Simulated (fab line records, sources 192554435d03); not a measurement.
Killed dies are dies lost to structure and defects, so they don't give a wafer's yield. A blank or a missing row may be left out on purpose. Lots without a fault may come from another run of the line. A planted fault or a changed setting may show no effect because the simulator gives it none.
Split-lot experiment | flow n5_finfet | 7 lots, 21 wafers read, on a route of 1938 steps

THE SPLIT
At N5_DUMMY_GATE_COAT_28 (time 60 s, resist thk 10 nm), the setting spin_rpm was moved away from the recipe's 1500 rpm on 8 of the 21 wafers read, by -4.4% to +10.7%. The other wafers ran this setting at the recipe's value.

The reading is taken at the split's own step.

THE READING
underlayer_of_DUMMY_GATE_COAT_28.thk_nm (the simulator's own value, which no gauge read), in nm, at N5_DUMMY_GATE_COAT_28 (time 60 s, resist thk 10 nm). The file gives no usual value for it.

wafer  | tool, chamber at the split | spin_rpm as run, rpm | against the recipe | underlayer_of_DUMMY_GATE_COAT_28.thk_nm, nm | against lot-mates on the recipe
L075.4 | litho_track-04, 0          | 1454                 | -3.1%              | 10.2                                        | no lot-mate on the recipe
L075.5 | litho_track-04, 0          | 1454                 | -3.1%              | 10.2                                        | no lot-mate on the recipe
L075.6 | litho_track-04, 0          | 1454                 | -3.1%              | 10.2                                        | no lot-mate on the recipe
L080.2 | litho_track-02, 0          | 1500                 | recipe             | 10                                          | -
L080.4 | litho_track-02, 0          | 1500                 | recipe             | 10                                          | -
L080.6 | litho_track-02, 0          | 1500                 | recipe             | 10                                          | -
L087.1 | litho_track-04, 0          | 1434                 | -4.4%              | 10.2                                        | +0.2
L087.2 | litho_track-04, 0          | 1500                 | recipe             | 10                                          | -
L087.5 | litho_track-04, 0          | 1500                 | recipe             | 10                                          | -
L091.1 | litho_track-02, 0          | 1500                 | recipe             | 10                                          | -
L091.5 | litho_track-02, 0          | 1500                 | recipe             | 10                                          | -
L091.3 | litho_track-02, 0          | 1602                 | +6.8%              | 9.6                                         | -0.4
L092.2 | litho_track-01, 0          | 1641                 | +9.4%              | 9.6                                         | -0.4
L092.3 | litho_track-01, 0          | 1500                 | recipe             | 10                                          | -
L092.4 | litho_track-01, 0          | 1500                 | recipe             | 10                                          | -
L095.1 | litho_track-02, 0          | 1500                 | recipe             | 10                                          | -
L095.4 | litho_track-02, 0          | 1500                 | recipe             | 10                                          | -
L095.6 | litho_track-02, 0          | 1500                 | recipe             | 10                                          | -
L096.1 | litho_track-02, 0          | 1661                 | +10.7%             | 9.6                                         | -0.4
L096.2 | litho_track-02, 0          | 1661                 | +10.7%             | 9.6                                         | -0.4
L096.5 | litho_track-02, 0          | 1500                 | recipe             | 10                                          | -

THE FIT
A straight line over all 21 wafers: underlayer_of_DUMMY_GATE_COAT_28.thk_nm changes by -0.0438 nm for each +1% of spin_rpm; r = -0.98; the points scatter about the line by 0.04 nm.
The same after taking each lot's own level away (the mean of its wafers on the recipe; 18 wafers): -0.0414 nm for each +1%; r = -0.98; scatter 0.034 nm.
On that fit, the largest move of spin_rpm shifts the reading by 0.44 nm.
The lots' own levels span 10.00 to 10.00 nm.
So the lot-to-lot level changes the slope little: the two slopes agree.
Check: with one of the wafers moved furthest among these (+10.7%) left out of the fit, the line predicts -0.465 nm for it against its lot-mates. It came out at -0.4 nm against them.

OTHER SPLITS ON THESE WAFERS
These wafers also went through other splits before the reading. Each is held against what the fit with the lots' levels taken away leaves over:
other split on the same wafers          | wafers away from the commonest value | r with underlayer_of_DUMMY_GATE_COAT_28.thk_nm (lot level and that fit taken away)
N5_ZERO_LAYER_PECVD_02 time_s           | 8                                    | +0.15
N5_ZERO_LAYER_COAT_05 spin_rpm          | 5                                    | +0.01
N5_ZERO_LAYER_EXPOSE_08 dose_mj         | 7                                    | +0.00
N5_ZERO_LAYER_DEVELOP_10 develop_time_s | 8                                    | +0.46
N5_FIN_SAQP_MANDREL_ETCH_22 icp_w       | 5                                    | +0.17
N5_FIN_SAQP_SPACER1_ALD_24 ald_cycles   | 4                                    | +0.28

THE FILE'S OWN FIT
underlayer_of_DUMMY_GATE_COAT_28.thk_nm changes by -0.0433 nm for each +1% of spin_rpm, r = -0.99.
